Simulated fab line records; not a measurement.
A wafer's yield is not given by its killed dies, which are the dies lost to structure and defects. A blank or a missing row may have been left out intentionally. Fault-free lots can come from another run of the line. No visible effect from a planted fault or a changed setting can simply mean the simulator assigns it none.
Matching of chambers || flow n5_finfet || N5_BEOL_M10_STRIP_19 on rie_diel-06 has 4 sister chambers
The step strips in O2. 4 wafers are shown with their chamber, then 7 later ones without.

== WAFERS WITH THEIR CHAMBER ==
{"wafer": "L083.2", "chamber": 3, "throttle_valve_pct (%)": 16.80}
{"wafer": "L083.6", "chamber": 2, "throttle_valve_pct (%)": 16.32}
{"wafer": "L087.1", "chamber": 0, "throttle_valve_pct (%)": 16.59}
{"wafer": "L087.3", "chamber": 1, "throttle_valve_pct (%)": 16.93}

== WAFERS MISSING THEIR CHAMBER ==
{"wafer": "L087.5", "throttle_valve_pct (%)": 16.82}
{"wafer": "L090.3", "throttle_valve_pct (%)": 16.96}
{"wafer": "L090.5", "throttle_valve_pct (%)": 16.96}
{"wafer": "L090.6", "throttle_valve_pct (%)": 16.34}
{"wafer": "L088.2", "throttle_valve_pct (%)": 16.33}
{"wafer": "L088.3", "throttle_valve_pct (%)": 16.97}
{"wafer": "L088.5", "throttle_valve_pct (%)": 16.86}

== WHICH CHAMBER EACH ONE RAN IN ==
{"wafer": "L087.5", "from the rows above": 3, "in truth": 3}
{"wafer": "L090.3", "from the rows above": 1, "in truth": 1}
{"wafer": "L090.5", "from the rows above": 1, "in truth": 1}
{"wafer": "L090.6", "from the rows above": 2, "in truth": 2}
{"wafer": "L088.2", "from the rows above": 2, "in truth": 2}
{"wafer": "L088.3", "from the rows above": 1, "in truth": 1}
{"wafer": "L088.5", "from the rows above": "can't be placed: 3 or 1", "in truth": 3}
Correct placement for 6 of the 7. Not placeable from these rows: 1 (in 1, the candidates include the true chamber). 0 placed wrongly.
How it was worked out, from the rows above alone: a wafer's distance from a chamber is the root of the sum, over the readings, of the square of ((its reading less the chamber's mean) divided by the reading's scatter). If the next closest chamber is less than 2 further off than the closest, the wafer can't be placed; otherwise it belongs to the closest. A chamber's mean is the mean of its shown wafers. The scatter (one wafer shown for each chamber): square how far every hidden wafer sits from the nearest shown wafer, average those squares and take the square root.
